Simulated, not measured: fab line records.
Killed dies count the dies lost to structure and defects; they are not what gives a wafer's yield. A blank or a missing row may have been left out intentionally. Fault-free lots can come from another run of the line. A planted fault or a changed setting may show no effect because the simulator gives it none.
A lot that was struck, set against a sound lot	flow n5-finfet	37 out of 1938 route steps
Sound: wafers L917.1, L917.3, L917.6. Wafers struck: L925.3, L925.5, L925.6. The cause is given at the end.
Each step with rows lists, per side, the tool, then ch with its chambers, then its first start. Under that, the readings that differ: sound wafers	struck wafers	difference of the means	sigmas: that difference in standard deviations of wafers without a fault.
alike: readings whose means differ by less than 2 such deviations, and words and numbers that are the same on both sides. not compared: withheld readings, readings that some wafer has no value for, bounds like >300 that may hide the same value, and numbers for which the record gives no deviation and whose values overlap.
A row with sigmas, a row that says differs or no value, or rows on one side alone: a step with any of these is where the two part. Non-overlapping numbers with no deviation appear without sigmas and do not part them. Lack of a reading on every wafer of one side parts them only where that side has two or more wafers.

first, 9 steps without rows for these wafers: N5_WELL_APT_HMDS_18 (time 60 s); N5_WELL_APT_COAT_19 (resist thk 950 nm); N5_WELL_APT_EBR_21; N5_WELL_APT_SOFTBAKE_20 (time 60 s); N5_WELL_APT_EXPOSE_22 (exposes mask PWELL, defocus 0 nm, target cd 200 nm); N5_WELL_APT_PEB_23 (peb time 90 s); N5_WELL_APT_DEVELOP_24 (develop time 45 s); N5_WELL_APT_HARDBAKE_29 (time 120 s); N5_WELL_APT_DESCUM_30 (chemistry O2, time 7.9 s).
N5_WELL_APT_IMPLANT_31:
  sound on implanter-02 ch 0, day 3 21:03; struck on implanter-02 ch 0, day 5 21:52
reading	sound	struck	difference	sigmas
dose-ions-cm2	1.4993e+13 1.4983e+13 1.4982e+13	1.3275e+13 1.3244e+13 1.3264e+13	-1.7250e+12	-99 or more
faraday-current-uA	186 186 189	165 172 174	-17	-4
  alike: rotation-deg
then, 25 steps without rows for these wafers: N5_WELL_APT_IMPLANT_32; N5_WELL_APT_STRIP_33 (strips in SPM, time 900 s); N5_WELL_APT_RTA_34 (time 10 s); N5_WELL_APT_OXIDE_STRIP_42 (strips SiO2 in dHF, time 45 s, target depth 12 nm); N5_WELL_APT_PRECLEAN_36 (cleans in O3/DIW, time 45 s); N5_WELL_APT_PRECLEAN_39 (cleans in dHF, time 60 s); N5_WELL_APT_SRD_37 (time 30 s); N5_WELL_APT_EPI_41 (deposits Si from SiH4/H2, target thk 50 nm, time 297.7 s); N5_PMOS_HMC_CHANNEL_EPI_HM_DEP_34 (deposits SiO2 from TEOS/O2, target thk 36 nm, time 6.9 s); N5_PMOS_HMC_CHANNEL_EPI_COAT_31 (time 60 s, resist thk 66 nm); N5_PMOS_HMC_CHANNEL_EPI_COAT_03 (resist thk 205 nm); N5_PMOS_HMC_CHANNEL_EPI_EBR_05; N5_PMOS_HMC_CHANNEL_EPI_SOFTBAKE_04 (time 60 s); N5_PMOS_HMC_CHANNEL_EPI_EXPOSE_06 (exposes mask PMOS HMC BLK, target cd 240 nm); N5_PMOS_HMC_CHANNEL_EPI_PEB_07 (peb time 60 s); N5_PMOS_HMC_CHANNEL_EPI_DEVELOP_08 (develop time 30 s); N5_PMOS_HMC_CHANNEL_EPI_DESCUM_14 (chemistry O2, time 7.9 s); N5_PMOS_HMC_CHANNEL_EPI_ETCH_32 (etches BARC in N2/H2, stops on SiO2, target depth 85.8 nm, time 50.3 s); N5_PMOS_HMC_CHANNEL_EPI_HM_OPEN_15 (chemistry CHF3/O2, target SiO2, target depth 40.6 nm, time 20.3 s); N5_PMOS_HMC_CHANNEL_EPI_STRIP_33 (strips in N2/H2); N5_PMOS_HMC_CHANNEL_EPI_STRIP_17 (strips in SPM, time 750 s); N5_PMOS_HMC_CHANNEL_EPI_ETCH_38 (etches SiO2 in CF4, target depth 1.5 nm); N5_PMOS_HMC_CHANNEL_EPI_FIN_RECESS_16 (chemistry HBr/Cl2, target Si, target depth 54 nm, time 18 s); N5_PMOS_HMC_CHANNEL_EPI_PRECLEAN_36 (cleans in O3/DIW, time 45 s); N5_PMOS_HMC_CHANNEL_EPI_PRECLEAN_18 (cleans in DHF, time 30 s).
-- the record jumps here: 6 days lie between the struck wafers' starts before and after (it left off in module PMOS_HMC_CHANNEL_EPI and takes up again in module BEOL_M4, whose first step shown is number 1111 of the route) --
N5_BEOL_M4_RC_MEAS_101:
  sound on prober-02 ch 0, day 10 05:39; struck on prober-02 ch 0, day 12 08:31
reading	sound	struck	difference	sigmas
RS_PWELL (ohm/sq)	2970 3022 2998	3243 3214 3219	+229	+11
  alike: DIBL_N, DIBL_P, IOFF_N, IOFF_P, ION_N, ION_P, SS_N, SS_P, VT_N, VT_P
-- here the record skips 5 days between the struck wafers' starts before and after, leaving off in module BEOL_M4 and picking up in module PASSIVATION (first step shown: number 1936 of the route) --
N5_PASSIVATION_PROBE_49:
  sound on prober-02, day 14 16:50; struck on prober-02, day 16 23:11
  alike: defect-limited-yield, killed_at_M0_to_M3, killed_at_M4_up, killed-at-contacts, killed-at-front-end, killed-at-other, killed-dies, killed-open, killed-short, sort_bin_5_function, sort_bin_6_memory, sort-n-pass, sort-yield-pct

## WHERE THEY PART
Earliest at N5_WELL_APT_IMPLANT_31; latest, in this record, at N5_BEOL_M4_RC_MEAS_101. Later steps at which nothing parts them and some readings are alike: N5_PASSIVATION_PROBE_49.

WHY: whatever the simulator had introduced
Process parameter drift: implanter-02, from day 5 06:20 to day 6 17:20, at N5_WELL_APT_IMPLANT_31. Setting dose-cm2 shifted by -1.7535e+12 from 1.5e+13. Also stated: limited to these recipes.
